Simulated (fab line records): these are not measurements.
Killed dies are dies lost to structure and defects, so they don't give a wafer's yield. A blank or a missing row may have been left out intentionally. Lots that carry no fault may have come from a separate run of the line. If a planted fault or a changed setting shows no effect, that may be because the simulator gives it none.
Split-lot trial ; flow n5-finfet ; on a route of 1938 steps: 7 lots, 21 wafers read

ON THE SPLIT
At N5_BEOL_M4_ETCH_64 (etches SOC in N2/H2, target depth 75 nm, overetch 22.5 nm, time 121.9 s), the setting bias-w was moved away from the recipe's 150 W on 9 of the 21 wafers read, by -17.9% to +14.1%. All remaining wafers had this setting at the recipe value.

The split's own step is where the reading is taken.

THE READING
rf-vpp-V, in V, at N5_BEOL_M4_ETCH_64 (etches SOC in N2/H2, target depth 75 nm, overetch 22.5 nm, time 121.9 s). On this fab line, fault-free wafers typically give 523.5 V with a standard deviation of 2.6 V.

wafer;tool, chamber at the split;bias-w as run, W;against the recipe;rf-vpp-V, V;against lot-mates on the recipe
L078.1;rie-diel-04, 3;123.1;-17.9%;459.1;-62.2
L078.4;rie-diel-04, 2;150;recipe;522.4;-
L078.5;rie-diel-04, 0;150;recipe;520.2;-
L081.4;rie-diel-02, 1;150;recipe;525.1;-
L081.5;rie-diel-02, 2;125.9;-16.1%;470.5;-54.6
L081.6;rie-diel-02, 3;125.9;-16.1%;469.7;-55.4
L082.1;rie-diel-04, 1;150;recipe;526.5;-
L082.2;rie-diel-04, 0;150;recipe;521.4;-
L082.6;rie-diel-04, 2;150;recipe;521.7;-
L085.2;rie-diel-02, 1;150;recipe;524.7;-
L085.5;rie-diel-02, 0;142.4;-5.1%;503.2;-21.2
L085.6;rie-diel-02, 1;150;recipe;524.1;-
L090.1;rie-diel-02, 0;162.4;+8.3%;547.7;+21.7
L090.3;rie-diel-02, 2;150;recipe;526.0;-
L090.5;rie-diel-02, 1;162.4;+8.3%;552.7;+26.7
L091.3;rie-diel-04, 3;123.3;-17.8%;459.4;-64.2
L091.4;rie-diel-04, 2;150;recipe;523.6;-
L091.6;rie-diel-04, 3;123.3;-17.8%;460.6;-63.0
L094.1;rie-diel-04, 2;150;recipe;521.8;-
L094.2;rie-diel-04, 0;171.2;+14.1%;564.7;+42.9
L094.4;rie-diel-04, 3;150;recipe;521.8;-

FIT RESULTS
A straight line over all 21 wafers: rf-vpp-V changes by +3.38 V for each +1% of bias-w; r = +1.00; the points scatter about the line by 2.6 V.
The same after taking each lot's own level away (the mean of its wafers on the recipe; 21 wafers): +3.37 V for each +1%; r = +1.00; scatter 2.2 V.
On that fit, the largest move of bias-w shifts the reading by 60 V.
From 521.30 to 526.00 V: that is the span of the lots' own levels, equal to 1.8 times the standard deviation above.
So the lot-to-lot level changes the slope little: the two slopes agree.
Check: for one of the wafers moved furthest among these (-17.9%), held out of the fit, the line's prediction against its lot-mates is -61.7 V. It came out at -62.2 V against them.
Tool readings at the split's step, against how far the setting was moved: rf-vpp-V r = +1.00.

FURTHER SPLITS ON THESE WAFERS
Other splits were also applied to these wafers ahead of the reading. Each is held against what the fit with the lots' levels taken away leaves over:
other split on the same wafers;wafers away from the commonest value;r with rf-vpp-V (lot level and that fit taken away)
N5_BEOL_M0_SAQP_EXPOSE_37 dose-mj;8;+0.16
N5_BEOL_M1_ILD_DEP_00 time-s;6;+0.00
N5_BEOL_M1_COAT_05 spin-rpm;10;+0.24
N5_BEOL_M1_TRENCH_ETCH_37 time-s;10;-0.13
N5_BEOL_M3_COAT_73 spin-rpm;8;-0.18
N5_BEOL_M3_COAT_05 spin-rpm;3;+0.20

THE WHOLE CHAIN: every reading that the file lists as answering this split, in the file's order
step;what it does;reading;change (the file's fit);r (the file's)
N5_BEOL_M4_ETCH_64;etches SOC in N2/H2, target depth 75 nm, overetch 22.5 nm, time 121.9 s;rf-vpp-V;+3.4 V for each +1% of the setting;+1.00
N5_BEOL_M4_ETCH_64;etches SOC in N2/H2, target depth 75 nm, overetch 22.5 nm, time 121.9 s;SiARC_of_BEOL_M4_COAT_62.thk-nm (the simulator's own value, which no gauge read);-0.07 nm for each +1% of the setting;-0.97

THE FILE'S OWN FIT
rf-vpp-V changes by +3.4 V for each +1% of bias-w, r = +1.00.
